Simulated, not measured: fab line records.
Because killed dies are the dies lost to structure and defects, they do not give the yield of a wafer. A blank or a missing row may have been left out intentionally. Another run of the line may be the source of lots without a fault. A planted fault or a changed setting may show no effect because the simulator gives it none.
Chamber matching ; flow n5-finfet ; N5_BEOL_M0_STRIP_140 on rie-diel-03 has 4 sister chambers
The step strips in CF4. 4 wafers are shown with their chamber, then 9 later ones without.

EACH WAFER AND ITS CHAMBER
wafer;chamber;drypump-motor-current-A (A)
L084.2;3;5.5
L090.3;0;5.3
L090.5;1;6.6
L090.6;2;6.0

WAFERS WITH NO CHAMBER GIVEN
wafer;drypump-motor-current-A (A)
L091.1;5.9
L091.4;5.5
L091.5;5.5
L093.1;6.0
L093.4;6.6
L093.6;6.0
L096.1;6.6
L096.4;5.3
L096.6;5.5

CHAMBER TAKEN BY EACH
wafer;from the rows above;in truth
L091.1;2;2
L091.4;3;3
L091.5;3;3
L093.1;2;2
L093.4;1;1
L093.6;2;2
L096.1;1;1
L096.4;0;0
L096.6;3;3
9 of 9 placed correctly. Not placeable from these rows: 0. Number placed wrongly: 0.
How it was worked out, from the rows above alone: a wafer's distance from a chamber is the root of the sum, over the readings, of the square of ((its reading less the chamber's mean) divided by the reading's scatter). If the next closest chamber is less than 2 further off than the closest, the wafer can't be placed; otherwise it belongs to the closest. The mean given for a chamber averages the wafers shown for that chamber. The scatter: with one shown wafer a chamber, the root of the mean of the squares of how far each hidden wafer lies from its nearest shown one.
